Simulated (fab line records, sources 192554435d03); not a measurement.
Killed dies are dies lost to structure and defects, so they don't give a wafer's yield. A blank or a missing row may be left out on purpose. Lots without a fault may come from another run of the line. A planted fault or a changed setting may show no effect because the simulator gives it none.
Chamber matching | flow n5_finfet | N5_BEOL_M0_SAQP_HM_DEP_111 on pecvd-01: 3 sister chambers
The step deposits SiO2 from SiH4/N2O, target thk 12 nm, time 7.2 s. 6 wafers are shown with their chamber, then 8 later ones without.

WAFERS WITH THEIR CHAMBER
wafer  | chamber | showerhead_plenum_p_Torr (Torr) | showerhead_vpp_V (V)
L084.5 | 2       | 8.06                            | 919
L084.6 | 0       | 8.02                            | 1026
L091.1 | 2       | 8.07                            | 905
L091.4 | 0       | 8.02                            | 1047
L091.5 | 1       | 8.20                            | 990
L093.2 | 1       | 8.20                            | 980

WAFERS WITHOUT THEIR CHAMBER
wafer  | showerhead_plenum_p_Torr (Torr) | showerhead_vpp_V (V)
L093.3 | 8.22                            | 1017
L093.4 | 8.02                            | 1042
L097.1 | 8.03                            | 1053
L097.3 | 8.22                            | 990
L097.5 | 8.02                            | 1043
L095.2 | 8.19                            | 983
L095.4 | 8.02                            | 1044
L095.6 | 8.20                            | 992

WHICH CHAMBER EACH WENT THROUGH
wafer  | from the rows above | in truth
L093.3 | 1                   | 1
L093.4 | 0                   | 0
L097.1 | 0                   | 0
L097.3 | 1                   | 1
L097.5 | 0                   | 0
L095.2 | 1                   | 1
L095.4 | 0                   | 0
L095.6 | 1                   | 1
Placed correctly: 8 of 8. Can't be placed from these rows: 0. Placed wrongly: 0.
How it was worked out, from the rows above alone: a wafer's distance from a chamber is the root of the sum, over the readings, of the square of ((its reading less the chamber's mean) divided by the reading's scatter). The wafer belongs to the nearest chamber; if the next one is less than 2 further off, it can't be placed. A chamber's mean is the mean of its shown wafers. The scatter: the root of (the sum of the squares of (reading less its chamber's mean) over the shown wafers, divided by (wafers less chambers)).
